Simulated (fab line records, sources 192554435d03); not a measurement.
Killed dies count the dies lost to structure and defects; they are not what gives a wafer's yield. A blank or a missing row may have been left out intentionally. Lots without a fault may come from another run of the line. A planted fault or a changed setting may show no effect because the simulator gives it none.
A struck lot beside a sound one | flow n5 finfet | 16 steps out of a route of 1938
Sound: these wafers, L301.2, L301.3, L301.4. Wafers L313.2, L313.4, L313.5 were the ones struck. At the end, the cause is stated.
Order at every step that has rows: each side's tool, ch and its chambers, its first start. Under that, the readings that differ: sound wafers | struck wafers | difference of the means | sigmas: that difference in standard deviations of wafers without a fault.
alike: same words and numbers on both sides, and readings whose means sit less than 2 such deviations apart. not compared: any withheld reading, any reading some wafer has no value for, any bound like >300 that may hide the same value, and any number with overlapping values for which the record gives no deviation.
A row with sigmas, a row that says differs or no value, or rows on one side alone: a step with any of these is where the two part. Numbers that have no deviation but don't overlap get no sigmas and don't part them. Lack of a reading on every wafer of one side parts them only where that side has two or more wafers.

first, 6 steps without rows for these wafers: N5_BEOL_M0_SAQP_COAT_34 (resist thk 30 nm); N5_BEOL_M0_SAQP_EBR_36; N5_BEOL_M0_SAQP_SOFTBAKE_35 (time 60 s); N5_BEOL_M0_SAQP_EXPOSE_37 (exposes mask M0 CUT1, target cd 30 nm); N5_BEOL_M0_SAQP_PEB_38 (peb time 60 s); N5_BEOL_M0_SAQP_DEVELOP_39 (develop time 30 s).
N5_BEOL_M0_SAQP_CD_MEAS_40: the cd target is 30 nm.
  sound on cd sem-03 ch 0, day 6 23:50; struck on cd sem-03 ch 0, day 8 21:48
  alike: cd nm
N5_BEOL_M0_SAQP_OVL_MEAS_41:
  sound on overlay-01 ch 0, day 6 23:52; struck on overlay-01 ch 0, day 8 21:50
  alike: M0_CUT1_OVL
N5_BEOL_M0_SAQP_INSPECT_42: inspects for defects (brightfield).
  sound on defect inspect-01, day 6 23:55; struck on defect inspect-02, day 8 21:53
  alike: raw defect count
N5_BEOL_M0_SAQP_DESCUM_45: chemistry O2, time 7 s.
  sound on rie diel-02 ch 0,1,3, day 6 23:58; struck on rie diel-04 ch 0,1,3, day 8 21:55
  alike: drypump motor current A, o2 flow sccm, oes product au, rf vpp V, showerhead plenum p Torr, temp c, throttle valve pct
  not compared: rf hours counter h
N5_BEOL_M0_SAQP_ETCH_88: etches underlayer in N2/H2, target depth 6.5 nm, time 5.2 s.
  sound on rie diel-02 ch 0,1,3, day 6 23:59; struck on rie diel-04 ch 0,1,3, day 8 21:57
  alike: drypump motor current A, etch rf on time s, oes product au, rf vpp V, showerhead plenum p Torr, throttle valve pct
  not compared: rf hours counter h
N5_BEOL_M0_SAQP_ETCH_73: etches SiARC in CF4, target depth 19.5 nm, time 32.5 s.
  sound on rie diel-02 ch 0,1,3, day 7 00:01; struck on rie diel-04 ch 0,1,3, day 8 21:58
  alike: drypump motor current A, etch rf on time s, oes product au, rf vpp V, showerhead plenum p Torr, throttle valve pct
  not compared: rf hours counter h
N5_BEOL_M0_SAQP_CUT_ETCH_46: etches SOC in N2/H2, target depth 135 nm, overetch 27 nm, time 202.5 s.
  sound on rie diel-02 ch 0,1,3, day 7 00:02; struck on rie diel-04 ch 0,1,3, day 8 22:00
  alike: drypump motor current A, rf vpp V, showerhead plenum p Torr, temp c, throttle valve pct
  not compared: rf hours counter h, model.SiARC_of_BEOL_M0_SAQP_COAT_72.thk nm
then, 1 step without rows for these wafers: N5_BEOL_M0_SAQP_STRIP_74 (strips in N2/H2).
-- here the record skips 3 days between the struck wafers' starts before and after, leaving off in module BEOL_M0_SAQP and picking up in module BEOL_M4 (first step shown: number 1111 of the route) --
N5_BEOL_M4_RC_MEAS_101:
  sound on prober-02 ch 0, day 9 21:12; struck on prober-02 ch 0, day 11 19:14
  alike: DIBL_N, DIBL_P, IOFF_N, IOFF_P, ION_N, ION_P, SS_N, SS_P, VT_N, VT_P
-- record jumps: 4 days separate the struck wafers' starts on either side; left off in module BEOL_M4, taken up again in module PASSIVATION, whose first shown step is the route's number 1936 --
N5_PASSIVATION_PROBE_49:
  sound on prober-01, day 14 19:49; struck on prober-02, day 16 00:32
  reading                | sound    | struck   | difference | sigmas
  killed_at_M0_to_M3     | 18 41 20 | 51 71 41 | +28        | +3
  sort_bin_4_leakage (%) | 0 0 0    | 0 0 0.08 | +0         | +3
  alike: defect limited yield, killed_at_M4_up, killed at contacts, killed at front end, killed at other, killed dies, killed open, killed short, sort_bin_5_function, sort_bin_6_memory, sort_bin_8_speed, sort n pass

## WHERE THEY PART
Only at N5_PASSIVATION_PROBE_49, as far as this record shows.

WHY: whatever the simulator had introduced
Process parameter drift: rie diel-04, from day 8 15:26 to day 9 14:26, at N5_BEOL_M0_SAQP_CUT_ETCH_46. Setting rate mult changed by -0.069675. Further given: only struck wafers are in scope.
